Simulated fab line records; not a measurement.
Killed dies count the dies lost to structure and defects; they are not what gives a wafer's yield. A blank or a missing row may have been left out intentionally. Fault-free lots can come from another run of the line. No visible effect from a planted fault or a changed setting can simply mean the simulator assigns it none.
fab line records	flow nand-harc
record lots=12	wafers=36	last-day=33
route steps=1302 shown A_SLIT@942 A_WL_FILL@956
lots untouched by any fault: they come from a run of this same line in which no faults occurred
start-h: hours from the record's first day to the start of the lot's first wafer shown	wait-h: hours since the lot's step before	" unchanged from the row above	L1.1+2: a row that stands for several wafers	- value missing, or start not given	* or withheld: withheld	< > ~ a bound
route shown NAME@n: a module of which the file shows steps, and the number in the route of the first	usual: mean/standard deviation of fault-free wafers	same: alike in all rows	chamber/n: place in a boat	sites: each site's reading	_std_site: their standard deviation	_edge_site: outer sites' mean less inner sites'	radius-mm: how far each site lies from the wafer's centre	mask NAME#n: copy n	behind: tool/chamber where the wafer was last shaped	hold: the reason the lot was held/the length of the hold in hours/how it ended	device: the n, p or np transistor that did not switch	end of line: tests run on the same wafers once the route is complete	for a step that has no rows: nothing shown but its recipe	killed: not the wafer's yield, but the dies lost to structure and defects at the first sort	map: shows each die of a wafer: x if killed, . if not, _ if none is there
set.NAME: setting as actually run; set.NAME@STEP: the setting as run at that earlier step	model.NAME: the simulator's own value behind a step, which no gauge read
a sample of lots followed through the steps of the route, with each step as a table and each wafer as a row
services: a tool's chamber out of use, with start hour (start-h, from the record's first day; less than 0 if before it), hours out, and reason
## steps
# step NHARC_A_SLIT_ETCH_29
# recipe target-depth-a=1000	overetch-a=100	time-s=55	ion-energy-ev=100	cf4-flow-sccm=80	o2-flow-sccm=20	ar-flow-sccm=0	rf-w=300	bias-w=100	chemistry=CF4/O2
# usual drypump-motor-current-A=5.5/0.5	oes-product-au=0.997/0.012	rf-vpp-V=197.8/1.4	showerhead-plenum-p-Torr=1.33/0.047	throttle-valve-pct=13.396/0.0092
lot.wafer	tool	chamber	start-h	wait-h	drypump-motor-current-A	oes-product-au	rf-hours-counter-h	rf-vpp-V	showerhead-plenum-p-Torr	throttle-valve-pct
L176.2	rie-diel-10	1	466.54	0.1	5.5	0.989	3	196.9	1.29	13.398
L176.3	"	2	"	"	5.1	0.991	2	196.9	1.27	13.401
L176.4	"	3	"	"	6.6	0.969	2	196.9	1.27	13.394
L178.1	rie-diel-07	1	466.83	0.1	5.1	0.986	9	198.8	1.31	13.402
L178.3	"	2	"	"	5.3	1.006	9	199.4	1.40	13.396
L178.5	"	1	"	"	5.1	0.989	-	196.6	1.31	13.377
L181.3	rie-diel-05	3	498.77	0.1	6.1	0.995	5	197.6	1.30	13.412
L181.4	"	0	"	"	5.9	1.007	4	196.1	1.27	13.399
L181.6	"	3	"	"	6.1	1.003	-	196.6	1.30	13.390
L179.3	rie-diel-07	3	498.87	0.1	5.1	1.004	1	198.7	1.36	13.408
L179.4	"	0	"	"	5.9	0.986	1	198.4	1.38	13.399
L179.1	"	2	"	"	5.2	0.988	1	199.7	1.40	13.394
L182.2	rie-diel-07	3	520.11	0.1	5.1	1.008	2	199.2	1.36	13.390
L182.5	"	3	"	"	5.1	1.007	-	198.1	1.36	13.384
L182.4	"	2	"	"	5.2	0.998	-	199.6	1.40	13.390
L183.3	rie-diel-10	3	541.70	0.1	6.6	0.989	6	196.8	1.27	13.400
L183.4	"	0	"	"	5.1	1.006	6	198.0	1.33	13.400
L183.1	"	2	"	"	5.1	0.985	6	195.2	1.27	13.398
L184.1	rie-diel-07	1	546.28	0.1	5.1	0.984	5	196.8	1.31	13.393
L184.2	"	2	"	"	5.3	1.015	4	199.7	1.40	13.399
L184.5	"	2	"	"	5.3	1.008	-	198.6	1.40	13.399
L191.3	rie-diel-10	2	591.57	0.1	5.1	0.976	10	195.4	1.27	13.404
L191.5	"	3	"	"	6.6	0.988	-	196.6	1.27	13.399
L191.6	"	0	"	"	5.0	0.996	-	198.4	1.33	13.395
L195.3	rie-diel-10	0	645.47	0.1	5.0	1.025	2	198.6	1.33	13.378
L195.5	"	1	"	"	5.6	0.996	-	196.1	1.29	13.394
L195.6	"	2	"	"	5.1	0.986	-	195.9	1.27	13.382
L199.3	rie-diel-10	2	676.47	0.1	5.1	0.987	3	196.3	1.27	13.402
L199.2	"	3	"	"	6.6	0.978	3	197.0	1.27	13.399
L199.4	"	2	"	"	5.1	0.993	-	196.8	1.27	13.399
L197.1	rie-diel-07	0	681.16	0.1	5.9	0.988	1	199.4	1.38	13.403
L197.3	"	2	"	"	5.3	1.013	1	200.0	1.40	13.405
L197.5	"	0	"	"	5.9	0.993	-	199.5	1.38	13.399
L196.3	rie-diel-10	1	681.87	0.1	5.5	1.010	4	196.0	1.29	13.394
L196.4	"	2	"	"	5.1	1.000	4	195.8	1.27	13.395
L196.1	"	3	"	"	6.6	0.974	4	196.6	1.27	13.389
# step NHARC_A_SLIT_STRIP_18
# recipe o2-flow-sccm=500	ar-flow-sccm=0	bias-w=0	chemistry=O2
# usual drypump-motor-current-A=5.5/0.49	oes-product-au=0.997/0.013	rf-vpp-V=57.7/0.9	showerhead-plenum-p-Torr=3.51/0.12	throttle-valve-pct=17.036/0.0089
lot.wafer	tool	chamber	start-h	wait-h	drypump-motor-current-A	oes-product-au	rf-hours-counter-h	rf-vpp-V	showerhead-plenum-p-Torr	throttle-valve-pct
L176.3	rie-diel-10	0	-	-	5.1	1.007	3	56.9	3.52	17.042
L176.2	"	1	"	"	5.6	1.001	3	58.8	3.41	17.044
L176.4	"	2	"	"	5.1	1.001	2	56.2	3.36	17.041
L178.1	rie-diel-07	1	-	-	5.1	1.002	9	58.0	3.48	17.034
L178.3	"	2	"	"	5.3	1.005	9	58.6	3.70	17.033
L178.5	"	2	"	"	5.2	0.997	-	57.6	3.70	17.045
L181.3	rie-diel-05	0	-	-	6.0	1.006	4	58.4	3.37	17.024
L181.4	"	2	"	"	6.1	0.993	6	59.2	3.68	17.051
L181.6	"	1	"	"	5.3	1.019	-	56.5	3.60	17.030
L179.1	rie-diel-07	2	-	-	5.2	0.993	1	56.9	3.70	17.040
L179.3	"	0	"	"	5.9	0.978	1	58.1	3.64	17.038
L179.4	"	1	"	"	5.1	0.977	1	56.9	3.48	17.051
L182.2	rie-diel-07	3	-	-	5.1	0.999	2	58.7	3.58	17.059
L182.4	"	1	"	"	5.1	0.981	-	55.9	3.48	17.014
L182.5	"	2	"	"	5.3	1.000	-	58.1	3.70	17.042
L183.4	rie-diel-10	3	-	-	6.6	0.977	6	56.7	3.36	17.028
L183.1	"	0	"	"	5.0	1.000	6	57.9	3.52	17.046
L183.3	"	2	"	"	5.1	0.987	6	56.2	3.36	17.037
L184.2	rie-diel-07	1	-	-	5.1	0.990	5	57.0	3.47	17.022
L184.1	"	2	"	"	5.3	1.008	4	57.7	3.70	17.033
L184.5	"	3	"	"	5.1	1.000	-	57.0	3.58	17.034
L191.3	rie-diel-10	3	-	-	6.7	0.979	10	57.3	3.36	17.027
L191.6	"	0	"	"	5.0	1.011	-	56.1	3.52	17.039
L191.5	"	1	"	"	5.6	0.992	-	58.0	3.40	17.029
L195.3	rie-diel-10	2	-	-	5.1	0.987	2	57.1	3.36	17.040
L195.6	"	1	"	"	5.5	0.994	-	56.3	3.40	17.053
L195.5	"	2	"	"	5.1	0.993	-	56.9	3.36	17.029
L199.3	rie-diel-10	3	-	-	6.6	0.965	3	58.2	3.36	17.026
L199.2	"	2	"	"	5.1	0.988	3	56.8	3.36	17.052
L199.4	"	2	"	"	5.1	0.987	-	57.2	3.36	17.032
L197.1	rie-diel-07	2	-	-	5.3	1.012	1	57.8	3.69	17.034
L197.3	"	1	"	"	5.1	0.997	1	58.9	3.47	17.038
L197.5	"	2	"	"	5.3	1.021	-	58.9	3.69	17.036
L196.4	rie-diel-10	3	-	-	6.7	0.965	4	57.7	3.35	17.035
L196.3	"	1	"	"	5.6	1.014	4	58.2	3.40	17.042
L196.1	"	2	"	"	5.1	0.994	4	56.8	3.36	17.053
# step NHARC_A_WL_FILL_CVD_03
# recipe target-thk-a=400	temp-c=300	pressure-torr=40	wf6-flow-sccm=40	h2-flow-sccm=1600	ar-flow-sccm=1560	time-s=279	material=W
# usual heater-power-w=463/30	mfc-wf6-sccm=40.01/0.13	throttle-valve-pct=7.79/0.29
lot.wafer	tool	chamber	start-h	wait-h	heater-power-w	mfc-wf6-sccm	throttle-valve-pct
L178.1	cvd-w-01	0	474.75	0.1	442	39.76	7.87
L178.3	"	0	"	"	429	39.69	7.70
L178.5	"	0	"	"	424	39.78	7.61
L176.2	cvd-w-02	1	474.78	0.1	418	40.20	7.89
L176.3	"	0	"	"	469	39.95	7.86
L176.4	"	1	"	"	422	40.02	7.75
L179.1	cvd-w-02	1	506.84	0.1	435	40.08	7.95
L179.3	"	1	"	"	423	40.16	7.75
L179.4	"	1	"	"	433	39.93	7.86
L181.3	cvd-w-01	1	506.96	0.2	488	39.96	7.28
L181.4	"	0	"	"	433	39.95	7.98
L181.6	"	0	"	"	446	39.75	7.73
L182.2	cvd-w-01	1	528.36	0.1	503	39.97	7.21
L182.4	"	1	"	"	508	39.95	7.22
L182.5	"	1	"	"	495	39.94	7.55
L183.1	cvd-w-02	0	549.83	0.1	502	40.11	7.65
L183.3	"	0	"	"	481	39.96	7.78
L183.4	"	1	"	"	423	40.13	7.97
L184.2	cvd-w-02	0	554.51	0.1	500	40.04	7.35
L184.1	"	1	"	"	434	39.99	7.86
L184.5	"	1	"	"	431	40.00	7.97
L191.3	cvd-w-02	0	599.77	0.2	490	39.73	7.85
L191.5	"	0	"	"	491	39.71	7.84
L191.6	"	1	"	"	429	40.03	8.19
L195.3	cvd-w-02	1	653.75	0.2	414	39.96	7.80
L195.6	"	0	"	"	452	39.99	7.91
L195.5	"	1	"	"	429	40.04	8.12
L199.2	cvd-w-01	1	684.65	0.1	508	39.73	7.72
L199.4	"	0	"	"	438	40.28	8.02
L199.3	"	1	"	"	502	39.92	7.64
L197.1	cvd-w-02	1	689.38	0.1	434	39.94	7.78
L197.3	"	1	"	"	426	40.20	7.82
L197.5	"	0	"	"	485	39.89	7.98
L196.1	cvd-w-01	1	689.42	0.1	495	40.07	7.52
L196.4	"	0	"	"	458	40.02	8.05
L196.3	"	1	"	"	497	40.07	7.62
# step NHARC_A_WL_FILL_ALD_19
# recipe target-thk-a=20	pulse-time-s=3	ald-cycles=100	temp-c=450	material=TiN
# usual ald-cycles=100/0	heater-power-w=1116/140	precursor-pulse-height-rel=0.998/0.017
lot.wafer	tool	chamber	start-h	wait-h	ald-cycles	heater-power-w	precursor-pulse-height-rel
L178.1	ald-metal-01	2	490.67	0.1	100	1185	1.007
L178.3	"	3	"	"	100	1327	1.000
L178.5	"	2	"	"	100	1190	1.010
L176.4	ald-metal-03	2	490.67	0.1	100	1159	1.048
L176.3	"	0	"	"	100	988	1.015
L176.2	"	1	"	"	100	928	0.976
L181.3	ald-metal-03	2	527.35	0.1	100	1206	0.979
L181.4	"	0	"	"	100	997	0.989
L181.6	"	2	"	"	100	1179	0.981
L179.3	ald-metal-02	0	527.37	0.1	100	1040	1.008
L179.4	"	1	"	"	100	1183	0.986
L179.1	"	2	"	"	100	1348	0.999
L182.2	ald-metal-02	0	544.87	0.1	100	1026	1.003
L182.4	"	1	"	"	100	1166	1.016
L182.5	"	1	"	"	100	1179	0.989
L183.1	ald-metal-02	2	567.48	0.1	100	1375	0.981
L183.4	"	3	"	"	100	972	1.025
L183.3	"	1	"	"	100	1137	1.007
L184.2	ald-metal-02	2	571.00	0.1	100	1349	1.003
L184.1	"	3	"	"	100	947	0.997
L184.5	"	1	"	"	100	1185	0.998
L191.3	ald-metal-03	0	617.52	0.2	100	1046	0.999
L191.6	"	1	"	"	100	975	0.987
L191.5	"	2	"	"	100	1194	1.015
L195.3	ald-metal-03	2	670.05	0.1	100	1220	0.991
L195.6	"	2	"	"	76	1218	0.998
L195.5	"	3	"	"	100	1013	0.975
L199.4	ald-metal-02	2	701.15	0.1	100	1354	0.988
L199.2	"	3	"	"	100	1002	0.992
L199.3	"	0	"	"	100	1067	1.007
L197.1	ald-metal-02	3	705.37	0.1	100	998	1.023
L197.3	"	0	"	"	100	1057	1.007
L197.5	"	0	"	"	100	1071	1.006
L196.1	ald-metal-03	0	705.39	0.1	100	1033	0.968
L196.4	"	1	"	"	76	964	1.002
L196.3	"	2	"	"	100	1217	0.989
## services
tool	chamber	start-h	hours	kind
cvd-w-02	-	450.35	13.0	pm
cvd-w-01	1	451.99	1.5	repair
rie-diel-07	-	471.27	9.0	pm
cvd-w-01	0	493.88	5.7	repair
rie-diel-10	1	502.17	1.2	repair
cvd-w-02	0	503.10	7.4	repair
rie-diel-07	0	519.39	4.5	repair
rie-diel-07	0	528.50	22.6	repair
cvd-w-01	-	547.00	13.0	pm
ald-metal-03	-	550.43	0.4	repair
ald-metal-03	-	568.00	10.0	pm
cvd-w-01	0	577.12	4.9	repair
rie-diel-10	3	581.72	3.9	repair
ald-metal-02	3	588.94	7.9	repair
rie-diel-10	-	596.50	9.0	pm
rie-diel-10	0	606.25	3.9	repair
rie-diel-07	0	606.69	4.5	repair
ald-metal-02	-	610.00	10.0	pm
cvd-w-02	-	631.35	13.0	pm
rie-diel-07	-	648.27	9.0	pm
rie-diel-10	0	668.97	5.2	repair
rie-diel-07	3	671.20	2.6	repair
rie-diel-10	0	675.31	1.8	repair
rie-diel-07	-	689.75	0.2	repair
## key
first-sign step=NHARC_A_WL_FILL_ALD_19	reading=ald-cycles	direction=down	sigmas=99+	usual=100	struck=76
effect none on later readings
met-at NHARC_A_WL_FILL_ALD_19
struck-lots L195,L196
struck-wafers L195.6,L196.4
tester-left-out L195,L196
not-acting-at NHARC_A_SLIT_ETCH_29,NHARC_A_SLIT_STRIP_18,NHARC_A_WL_FILL_CVD_03
onset-between 617.52 670.05
fault kind=process-parameter-drift	tool=ald-metal-03	chamber=-	onset-h=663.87	steps=NHARC_A_WL_FILL_ALD_19	channel=ald-cycles	offset=-24	shape=step	end-h=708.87	scope=struck-wafers-only	acts-in=these-recipes-only	stated=100
# tester-left-out: of these lots the tester's yield and bins aren't shown, on N5 and GAA mostly nor the transistor test; their killed dies are dies lost to structure and defects alone, not to doping, threshold or leakage, so they don't give the yield
